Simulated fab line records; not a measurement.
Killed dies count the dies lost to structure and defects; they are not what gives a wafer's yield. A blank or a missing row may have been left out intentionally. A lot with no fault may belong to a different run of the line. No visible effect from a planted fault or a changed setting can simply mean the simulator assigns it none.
Matching of chambers	flow nandHarc	4 sister chambers for NHARC_A_CHANNEL_FILL_D2_ALD_14 on aldHk-01
The step deposits SiO2, target thk 2.5 nm, pulse time 10 s, ald cycles 25. 4 wafers are shown with their chamber, then 11 later ones without.

WAFERS PAIRED WITH THEIR CHAMBERS
wafer	chamber	heaterPowerW (W)
L089.1	2	482
L090.3	1	463
L090.4	3	536
L093.1	0	468

WAFERS WITHOUT THEIR CHAMBER
wafer	heaterPowerW (W)
L093.4	463
L093.6	508
L092.1	473
L092.2	453
L092.5	458
L096.2	472
L096.3	470
L096.4	471
L097.1	505
L097.3	487
L097.6	474

CHAMBER TAKEN BY EACH
wafer	from the rows above	in truth
L093.4	can't be placed: 1 or 0 or 2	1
L093.6	can't be placed: 2 or 3 or 0 or 1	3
L092.1	can't be placed: 0 or 2 or 1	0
L092.2	can't be placed: 1 or 0 or 2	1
L092.5	can't be placed: 1 or 0 or 2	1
L096.2	can't be placed: 0 or 1 or 2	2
L096.3	can't be placed: 0 or 1 or 2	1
L096.4	can't be placed: 0 or 1 or 2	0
L097.1	can't be placed: 2 or 3 or 0 or 1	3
L097.3	can't be placed: 2 or 0 or 1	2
L097.6	can't be placed: 0 or 2 or 1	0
Placed correctly: 0 of 11. Cannot be placed on the basis of these rows: 11; the candidates contain the true chamber in 11. Wrongly placed: 0.
How it was worked out, from the rows above alone: a wafer's distance from a chamber is the root of the sum, over the readings, of the square of ((its reading less the chamber's mean) divided by the reading's scatter). The wafer belongs to the nearest chamber; if the next one is less than 2 further off, it can't be placed. A chamber's mean is the mean of its shown wafers. The scatter: root of mean squared gap, hidden wafer to nearest shown wafer, with one shown wafer a chamber.
